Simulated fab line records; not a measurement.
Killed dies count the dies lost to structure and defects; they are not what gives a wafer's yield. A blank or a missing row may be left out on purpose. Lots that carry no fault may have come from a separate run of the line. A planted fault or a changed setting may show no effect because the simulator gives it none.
Lot-split experiment ; flow n5_finfet ; route with 1938 steps; 7 lots, 21 wafers read

SPLIT DETAILS
At N5_ZERO_LAYER_PECVD_02 (deposits SiO2 from SiH4/N2O, target thk 10 nm, time 6 s), the setting time_s was moved away from the recipe's 6 s on 8 of the 21 wafers read, by -8.7% to +14.0%. All remaining wafers had this setting at the recipe value.

Reading taken at the split's own step.

THE READING
SiO2_of_ZERO_LAYER_PECVD_02.thk_nm (the simulator's own value, which no gauge read), in nm, at N5_ZERO_LAYER_PECVD_02 (deposits SiO2 from SiH4/N2O, target thk 10 nm, time 6 s). There is no usual value for it anywhere in the file. Average 10.021 nm, standard deviation 0.17 nm, over the 13 wafers here run with the recipe.

wafer;tool, chamber at the split;time_s as run, s;against the recipe;SiO2_of_ZERO_LAYER_PECVD_02.thk_nm, nm;against lot-mates on the recipe
L075.1;pecvd-02, 0;6;recipe;10.08;-
L075.2;pecvd-02, 1;6.61;+10.2%;11.1;+1.005
L075.4;pecvd-02, 0;6;recipe;10.11;-
L081.2;pecvd-04, 1;6;recipe;9.813;-
L081.4;pecvd-04, 2;6;recipe;9.942;-
L081.6;pecvd-04, 1;6;recipe;9.909;-
L084.1;pecvd-02, 2;5.476;-8.7%;9.365;-0.975
L084.5;pecvd-02, 0;6;recipe;10.34;-
L084.6;pecvd-02, 2;5.476;-8.7%;9.554;-0.786
L086.1;pecvd-04, 1;6.838;+14.0%;11.39;+1.547
L086.4;pecvd-04, 2;6;recipe;9.776;-
L086.5;pecvd-04, 0;6;recipe;9.911;-
L090.1;pecvd-02, 2;6.43;+7.2%;10.78;+0.650
L090.2;pecvd-02, 1;6.43;+7.2%;10.75;+0.620
L090.4;pecvd-02, 2;6;recipe;10.13;-
L095.1;pecvd-03, 0;5.5;-8.3%;9.31;-0.940
L095.2;pecvd-03, 2;5.5;-8.3%;9.381;-0.869
L095.3;pecvd-03, 1;6;recipe;10.25;-
L096.1;pecvd-02, 1;6;recipe;9.822;-
L096.2;pecvd-02, 0;6;recipe;10.07;-
L096.6;pecvd-02, 1;6;recipe;10.12;-

THE FIT
A straight line over all 21 wafers: SiO2_of_ZERO_LAYER_PECVD_02.thk_nm changes by +0.0889 nm for each +1% of time_s; r = +0.96; the points scatter about the line by 0.16 nm.
The same after taking each lot's own level away (the mean of its wafers on the recipe; 21 wafers): +0.103 nm for each +1%; r = +0.99; scatter 0.082 nm.
On that fit, the largest move of time_s shifts the reading by 1.4 nm.
The span of the lots' own levels, 9.8435 to 10.3400 nm, comes to 3.0 times the standard deviation stated above.
So the lot-to-lot level changes the slope: the two fits differ.
Check: +1.38 nm against its lot-mates is what the line predicts for one of the wafers moved furthest among these (+14.0%) when that wafer is left out of the fit. It came out at +1.55 nm against them.

THE FILE'S OWN FIT
SiO2_of_ZERO_LAYER_PECVD_02.thk_nm changes by +0.104 nm for each +1% of time_s, r = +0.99.
